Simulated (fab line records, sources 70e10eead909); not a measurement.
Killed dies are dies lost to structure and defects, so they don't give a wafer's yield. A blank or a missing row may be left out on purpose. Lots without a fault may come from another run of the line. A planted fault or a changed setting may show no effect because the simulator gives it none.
One fault seen from 2 desks | flow nand_harc | each desk has only its own numbers; what lay behind them comes last

THE TOOL OWNER'S DESK: ald_metal-04
The tool's own readings at NHARC_A_BLC_ALD_23 (deposits TiN, target thk 3 nm, pulse time 1 s, ald cycles 150): means of the sampled wafers that have a number, for each lot that ran on this tool. A lot is out of limits, marked OUT, if its mean lies more than 4 standard deviations from the usual mean; the brackets give that distance.
Columns: A = heater_power_outer_w at NHARC_A_BLC_ALD_23, usual 706 W; B = heater_power_w at NHARC_A_BLC_ALD_23, usual 1083 W; C = precursor_pulse_height_rel at NHARC_A_BLC_ALD_23, usual 0.999
lot  | first seen here | A   | B    | C
L390 | day 23 21:53    | 665 | 1041 | 0.993
L396 | day 26 20:25    | 720 | 1124 | 0.999
L397 | day 27 06:11    | 655 | 1011 | 1.003
L405 | day 29 23:43    | 713 | 1105 | 0.975
L406 | day 30 19:38    | 666 | 1009 | 0.995
This desk's finding: nothing out of limits on any of the 5 lots.

THE DEFECT DESK
What the inspections along the route counted, lot by lot: means of the sampled wafers that have a number. A lot is out of limits, marked OUT, if its mean lies more than 4 standard deviations from the usual mean; the brackets give that distance.
Columns: A = raw_defect_count at NHARC_A_BLC_INSPECT_28, usual 566
lot  | first seen here | A
L387 | day 22 13:01    | 469
L390 | day 23 23:00    | 494
L391 | day 24 15:50    | 725
L396 | day 26 21:32    | 520
L397 | day 27 07:16    | 433
L398 | day 27 20:38    | 664
L403 | day 29 09:05    | 561
L405 | day 30 00:50    | 434
L406 | day 30 21:11    | 478
L407 | day 30 22:26    | 540
L409 | day 31 09:57    | 653
L410 | day 33 13:03    | 499
This desk's finding: nothing out of limits on any of the 12 lots.

PUT TOGETHER
The tool owner's desk saw nothing out of limits.
The defect desk saw nothing out of limits.

WHAT THE SIMULATOR HAD PUT IN
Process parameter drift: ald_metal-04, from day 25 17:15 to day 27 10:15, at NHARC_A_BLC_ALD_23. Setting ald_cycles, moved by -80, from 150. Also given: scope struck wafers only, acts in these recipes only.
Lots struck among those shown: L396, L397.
